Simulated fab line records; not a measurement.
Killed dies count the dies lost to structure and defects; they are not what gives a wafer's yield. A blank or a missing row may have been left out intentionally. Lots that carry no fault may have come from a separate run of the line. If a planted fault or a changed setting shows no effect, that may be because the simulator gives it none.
Chamber matching ; flow nand_harc ; rie_diel-10 running NHARC_P_CONTACT_ETCH_35: 4 sister chambers
The step etches the open film in CF4, target depth 39 nm, time 65 s. 8 wafers are shown with their chamber, then 8 later ones without.

## EACH WAFER AND ITS CHAMBER
wafer;chamber;drypump_motor_current_A (A);rf_vpp_V (V)
L075.4;0;6.2;151.5
L077.4;0;6.2;151.0
L079.5;3;6.7;149.9
L081.5;2;6.2;152.5
L083.1;2;6.2;152.8
L083.4;3;6.7;149.3
L083.5;1;5.1;152.4
L087.1;1;5.0;152.2

## WAFERS WITH NO CHAMBER GIVEN
wafer;drypump_motor_current_A (A);rf_vpp_V (V)
L087.2;6.2;152.2
L087.4;6.2;152.9
L090.1;6.2;151.4
L090.3;6.2;150.0
L090.5;6.2;150.5
L096.3;6.2;153.0
L096.4;6.2;151.2
L096.5;6.2;151.8

## WHICH CHAMBER EACH ONE RAN IN
wafer;from the rows above;in truth
L087.2;can't be placed: 2 or 0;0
L087.4;2;2
L090.1;0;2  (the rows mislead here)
L090.3;0;0
L090.5;0;0
L096.3;2;2
L096.4;0;0
L096.5;can't be placed: 0 or 2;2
Correctly placed: 5 of 8. From these rows, 2 cannot be placed; in 2 the true chamber is one of the candidates. Wrongly placed: 1.
How it was worked out, from the rows above alone: a wafer's distance from a chamber is the root of the sum, over the readings, of the square of ((its reading less the chamber's mean) divided by the reading's scatter). If the next closest chamber is less than 2 further off than the closest, the wafer can't be placed; otherwise it belongs to the closest. Each chamber's mean is taken over the wafers shown for it. The scatter: take each reading less its chamber's mean, square it, sum over the shown wafers, divide by the number of wafers less the number of chambers, and take the root.
